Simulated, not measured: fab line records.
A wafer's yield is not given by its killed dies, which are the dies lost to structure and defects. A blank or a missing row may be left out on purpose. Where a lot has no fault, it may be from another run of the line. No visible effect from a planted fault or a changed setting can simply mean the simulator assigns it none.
A struck lot beside a sound one    flow nand harc    42 steps out of a route of 1302
Sound: the wafers L483.1, L483.2, L483.6. Struck: wafer L497.2. (L497.1 of the same lot was not struck and is left out.) The cause comes at the end.
At each step with rows: each side's tool, then ch and its chambers, then its first start. Under that, the readings that differ: sound wafers    struck wafers    difference of the means    sigmas: that difference in standard deviations of wafers without a fault.
alike: same words and numbers on both sides, and readings whose means sit less than 2 such deviations apart. not compared: any withheld reading, any reading some wafer has no value for, any bound like >300 that may hide the same value, and any number with overlapping values for which the record gives no deviation.
Wherever a step has rows on one side only, a row that says differs or no value, or a row with sigmas, the two part there. Numbers that have no deviation but don't overlap get no sigmas and don't part them. Lack of a reading on every wafer of one side parts them only where that side has two or more wafers.

NHARC_P_GATE_STRIP_101: strips in O2, time 20 s.
  sound on rie diel-04 ch 1,2,3, day 7 12:16; struck on rie diel-11 ch 0, day 13 06:52
  alike: drypump motor current A, oes product au, rf vpp V, showerhead plenum p Torr, throttle valve pct
  not compared: rf hours counter h
then, 11 steps without rows for these wafers: NHARC_P_GATE_PRECLEAN_97 (cleans in SPM, time 600 s); NHARC_P_GATE_SRD_98; NHARC_P_GATE_PRECLEAN_99 (cleans in SC1); NHARC_P_GATE_SRD_100; NHARC_P_GATE_DEHYDRATE_38 (time 120 s); NHARC_P_GATE_HMDS_39 (time 30 s); NHARC_P_GATE_COAT_40; NHARC_P_GATE_SOFTBAKE_41 (time 95 s); NHARC_P_GATE_EBR_42; NHARC_P_GATE_EXPOSE_43 (exposes mask P NSD, target cd 720 nm); NHARC_P_GATE_PEB_44 (peb time 85 s).
NHARC_P_GATE_DEVELOP_45: time 70 s.
  sound on litho track-03 ch 0, day 7 13:00; struck on litho track-02 ch 0, day 13 07:00
then, 1 step without rows for these wafers: NHARC_P_GATE_HARDBAKE_47 (time 80 s).
NHARC_P_GATE_DESCUM_48: chemistry O2, time 3 s.
  sound on rie diel-04 ch 1,3, day 7 13:21; struck on rie diel-02 ch 3, day 13 07:58
reading                  sound              struck  difference  sigmas
oes product au (a.u.)    0.997 0.991 0.997  1.024   +0.029      +3
model.P_GATE.cd nm (nm)  722 721.7 721.2    119.1   -602.5      
  alike: drypump motor current A, rf vpp V, showerhead plenum p Torr, throttle valve pct
  not compared: rf hours counter h
then, 2 steps without rows for these wafers: NHARC_P_GATE_IMPLANT_49; NHARC_P_GATE_STRIP_111 (strips in N2/H2, time 250 s).
NHARC_P_GATE_STRIP_75: strips in O2.
  sound on plasma asher-02 ch 0,1, day 7 14:01; struck on plasma asher-02 ch 1, day 13 08:38
  alike: drypump motor current A, heater power w
  not compared: rf hours counter h
then, 10 steps without rows for these wafers: NHARC_P_GATE_STRIP_50 (strips in SPM, time 900 s); NHARC_P_GATE_DEHYDRATE_51 (time 120 s); NHARC_P_GATE_HMDS_52 (time 30 s); NHARC_P_GATE_COAT_53; NHARC_P_GATE_SOFTBAKE_54 (time 95 s); NHARC_P_GATE_EBR_55; NHARC_P_GATE_EXPOSE_56 (exposes mask P PSD, target cd 720 nm); NHARC_P_GATE_PEB_57 (peb time 85 s); NHARC_P_GATE_DEVELOP_58 (time 70 s); NHARC_P_GATE_HARDBAKE_60 (time 80 s).
NHARC_P_GATE_DESCUM_61: chemistry O2, time 3 s.
  sound on rie diel-02 ch 1,2, day 7 15:06; struck on rie diel-02 ch 1, day 13 09:44
  alike: drypump motor current A, oes product au, rf vpp V, showerhead plenum p Torr, throttle valve pct
  not compared: rf hours counter h
following that, these wafers have no rows for 1 step: NHARC_P_GATE_IMPLANT_62.
NHARC_P_GATE_STRIP_112: strips in N2/H2, time 200 s.
  sound on plasma asher-02 ch 0,1, day 7 15:33; struck on plasma asher-02 ch 1, day 13 10:05
  alike: drypump motor current A, heater power w
  not compared: rf hours counter h
NHARC_P_GATE_STRIP_76: strips in O2.
  sound on plasma asher-02 ch 0,1, day 7 15:49; struck on plasma asher-02 ch 1, day 13 10:21
  alike: drypump motor current A, heater power w
  not compared: rf hours counter h
then, 8 steps without rows for these wafers: NHARC_P_GATE_STRIP_63 (strips in SPM, time 900 s); NHARC_P_GATE_DEHYDRATE_83 (time 120 s); NHARC_P_GATE_HMDS_84 (time 30 s); NHARC_P_GATE_COAT_85; NHARC_P_GATE_SOFTBAKE_86 (time 95 s); NHARC_P_GATE_EBR_87; NHARC_P_GATE_EXPOSE_88 (exposes mask P HVN, target cd 2000 nm); NHARC_P_GATE_PEB_89 (peb time 85 s).
NHARC_P_GATE_DESCUM_93: chemistry O2, time 3 s.
  sound on rie diel-04 ch 1,3, day 7 16:46; struck on rie diel-11 ch 2, day 13 11:26
reading                  sound           struck  difference  sigmas
model.P_GATE.cd nm (nm)  2000 2000 1998  119.1   -1880.2     
  alike: drypump motor current A, oes product au, rf vpp V, showerhead plenum p Torr, throttle valve pct
  not compared: rf hours counter h
-- the record jumps here: 19 days lie between the struck wafers' starts before and after (it left off in module P_GATE and takes up again in module END, whose first step shown is number 1302 of the route) --
NHARC_END_SORT_01:
  only the struck wafers appear in the record here, on prober-02 ch 0 at day 32 00:02; the sound ones have no rows

WHERE THEY PART
Earliest at NHARC_P_GATE_DESCUM_48; latest, in this record, at NHARC_END_SORT_01.

WHY: what had been put in by the simulator
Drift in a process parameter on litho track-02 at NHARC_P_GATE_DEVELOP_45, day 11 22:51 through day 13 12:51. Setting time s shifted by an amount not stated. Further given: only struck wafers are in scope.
